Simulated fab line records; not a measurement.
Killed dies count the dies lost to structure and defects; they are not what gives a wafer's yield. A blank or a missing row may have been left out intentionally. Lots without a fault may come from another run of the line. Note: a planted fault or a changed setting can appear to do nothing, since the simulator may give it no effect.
Matching of chambers / flow nandHarc / 4 sister chambers for NHARC_A_CONTACT_ALD_18 on aldMetal-04
The step deposits TiN, target thk 3 nm, pulse time 1 s, ald cycles 150. 14 wafers are shown with their chamber, then 6 later ones without.

## WAFERS PAIRED WITH THEIR CHAMBERS
wafer=L110.2; chamber=0; heaterPowerW (W)=969; precursorPulseHeightRel=0.995
wafer=L110.3; chamber=1; heaterPowerW (W)=1077; precursorPulseHeightRel=1.009
wafer=L110.4; chamber=3; heaterPowerW (W)=1138; precursorPulseHeightRel=0.937
wafer=L113.1; chamber=2; heaterPowerW (W)=1158; precursorPulseHeightRel=0.946
wafer=L113.2; chamber=1; heaterPowerW (W)=1042; precursorPulseHeightRel=1.012
wafer=L113.6; chamber=0; heaterPowerW (W)=984; precursorPulseHeightRel=0.997
wafer=L116.2; chamber=2; heaterPowerW (W)=1156; precursorPulseHeightRel=0.975
wafer=L116.6; chamber=3; heaterPowerW (W)=1172; precursorPulseHeightRel=0.974
wafer=L122.3; chamber=0; heaterPowerW (W)=1018; precursorPulseHeightRel=0.946
wafer=L122.4; chamber=2; heaterPowerW (W)=1149; precursorPulseHeightRel=0.999
wafer=L122.6; chamber=3; heaterPowerW (W)=1122; precursorPulseHeightRel=1.008
wafer=L125.2; chamber=2; heaterPowerW (W)=1149; precursorPulseHeightRel=1.033
wafer=L125.3; chamber=0; heaterPowerW (W)=1022; precursorPulseHeightRel=1.017
wafer=L125.5; chamber=0; heaterPowerW (W)=992; precursorPulseHeightRel=0.992

SIGNATURES (averages over the wafers above)
reading=heaterPowerW; chamber 0=997.00; chamber 1=1059.50; chamber 2=1153.00; chamber 3=1144.00; scatter within a chamber=20.1
reading=precursorPulseHeightRel; chamber 0=0.98940; chamber 1=1.01050; chamber 2=0.98825; chamber 3=0.97300; scatter within a chamber=0.0306
Rule: distance of a wafer from a chamber = root of the sum over the readings of ((wafer's reading minus chamber's mean) / reading's scatter) squared. If the next closest chamber is less than 2 further off than the closest, the wafer can't be placed; otherwise it belongs to the closest. The scatter: the root of (the sum of the squares of (reading less its chamber's mean) over the shown wafers, divided by (wafers less chambers)).

## WAFERS WITH NO CHAMBER GIVEN
wafer=L129.3; heaterPowerW (W)=991; precursorPulseHeightRel=1.020
wafer=L129.5; heaterPowerW (W)=1036; precursorPulseHeightRel=1.007
wafer=L129.6; heaterPowerW (W)=1147; precursorPulseHeightRel=0.985
wafer=L130.2; heaterPowerW (W)=1032; precursorPulseHeightRel=1.031
wafer=L130.3; heaterPowerW (W)=1003; precursorPulseHeightRel=1.032
wafer=L130.6; heaterPowerW (W)=982; precursorPulseHeightRel=1.022

## CHAMBER TAKEN BY EACH
wafer=L129.3; from the rows above=0; in truth=0
wafer=L129.5; from the rows above=can't be placed: 1 or 0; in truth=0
wafer=L129.6; from the rows above=can't be placed: 2 or 3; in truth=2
wafer=L130.2; from the rows above=can't be placed: 1 or 0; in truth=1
wafer=L130.3; from the rows above=can't be placed: 0 or 1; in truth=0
wafer=L130.6; from the rows above=0; in truth=0
2 of 6 placed correctly. Not placeable from these rows: 4 (in 4, the candidates include the true chamber). Wrongly placed: 0.
